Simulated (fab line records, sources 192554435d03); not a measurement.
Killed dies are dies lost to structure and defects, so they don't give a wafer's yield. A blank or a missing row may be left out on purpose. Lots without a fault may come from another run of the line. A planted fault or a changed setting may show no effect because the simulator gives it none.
Split-lot experiment | flow n5_finfet | 7 lots, 21 wafers read, on a route of 1938 steps

THE SPLIT
At N5_BEOL_M1_EXPOSE_25 (exposes mask V0, defocus 5 nm, target cd 24 nm), the setting dose_mj was moved away from the recipe's 63 on 6 of the 21 wafers read, by -5.8% to +5.2%. The other wafers ran this setting at the recipe's value.

FROM THE SPLIT TO THE READING: what the file shows between them, 2 steps
- N5_BEOL_M1_PEB_26: peb time 60 s
- N5_BEOL_M1_DEVELOP_27: develop time 30 s

THE READING
cd_nm, in nm, at N5_BEOL_M1_CD_MEAS_28 (target cd y 23.3 nm). Fault-free wafers of this fab line usually give 24.00 nm, standard deviation 0.23 nm.

wafer  | tool, chamber at the split | dose_mj as run | against the recipe | cd_nm, nm | against lot-mates on the recipe
L074.2 | euv_scanner-02, 0          | 63             | recipe             | 23.46     | -
L074.3 | euv_scanner-02, 0          | 63             | recipe             | 24.27     | -
L074.6 | euv_scanner-02, 0          | 63             | recipe             | 23.79     | -
L075.2 | euv_scanner-01, 0          | 63             | recipe             | 24.07     | -
L075.3 | euv_scanner-01, 0          | 63             | recipe             | 23.99     | -
L075.6 | euv_scanner-01, 0          | 63             | recipe             | 23.78     | -
L084.1 | euv_scanner-01, 0          | 61.81          | -1.9%              | 23.46     | -0.57
L084.5 | euv_scanner-01, 0          | 61.81          | -1.9%              | 23.41     | -0.62
L084.6 | euv_scanner-01, 0          | 63             | recipe             | 24.03     | -
L085.2 | euv_scanner-02, 0          | 66.29          | +5.2%              | 24.95     | +0.88
L085.4 | euv_scanner-02, 0          | 66.29          | +5.2%              | 24.81     | +0.74
L085.6 | euv_scanner-02, 0          | 63             | recipe             | 24.07     | -
L087.3 | euv_scanner-02, 0          | 59.36          | -5.8%              | 22.73     | -1.18
L087.4 | euv_scanner-02, 0          | 63             | recipe             | 23.91     | -
L087.6 | euv_scanner-02, 0          | 59.36          | -5.8%              | 22.70     | -1.21
L088.1 | euv_scanner-01, 0          | 63             | recipe             | 23.99     | -
L088.3 | euv_scanner-01, 0          | 63             | recipe             | 23.82     | -
L088.4 | euv_scanner-01, 0          | 63             | recipe             | 23.83     | -
L090.2 | euv_scanner-02, 0          | 63             | recipe             | 23.89     | -
L090.3 | euv_scanner-02, 0          | 63             | recipe             | 23.67     | -
L090.5 | euv_scanner-02, 0          | 63             | recipe             | 23.88     | -

THE FIT
A straight line over all 21 wafers: cd_nm changes by +0.199 nm for each +1% of dose_mj; r = +0.95; the points scatter about the line by 0.17 nm.
The same after taking each lot's own level away (the mean of its wafers on the recipe; 21 wafers): +0.189 nm for each +1%; r = +0.94; scatter 0.18 nm.
On that fit, the largest move of dose_mj shifts the reading by 1.1 nm.
The lots' own levels span 23.813 to 24.070 nm, that is 1.1 times the standard deviation above.
So the lot-to-lot level changes the slope little: the two slopes agree.
Check: with one of the wafers moved furthest among these (-5.8%) left out of the fit, the line predicts -1.13 nm for it against its lot-mates. It came out at -1.18 nm against them.

OTHER SPLITS ON THESE WAFERS
These wafers also went through other splits before the reading. Each is held against what the fit with the lots' levels taken away leaves over:
other split on the same wafers           | wafers away from the commonest value | r with cd_nm (lot level and that fit taken away)
N5_MOL_CONTACT_COAG_ALD_123 ald_cycles   | 7                                    | +0.02
N5_MOL_CONTACT_COAG_CVD_140 target_thk_a | 9                                    | -0.30
N5_BEOL_M0_ETCH_128 source_w             | 8                                    | -0.20
N5_BEOL_M0_ETCH_109 bias_w               | 4                                    | +0.45

THE WHOLE CHAIN: every reading that the file lists as answering this split, in the file's order
step                   | what it does                                                       | reading                                                        | change (the file's fit)               | r (the file's)
N5_BEOL_M1_CD_MEAS_28  | target cd y 23.3 nm                                                | cd_nm                                                          | +0.191 nm for each +1% of the setting | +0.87
N5_BEOL_M1_VIA_ETCH_34 | etches the open film in C4F6/O2, target depth 67.8 nm, time 64.4 s | BEOL_M1.cd_nm (the simulator's own value, which no gauge read) | +0.214 nm for each +1% of the setting | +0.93

THE FILE'S OWN FIT
cd_nm changes by +0.191 nm for each +1% of dose_mj, r = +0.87.
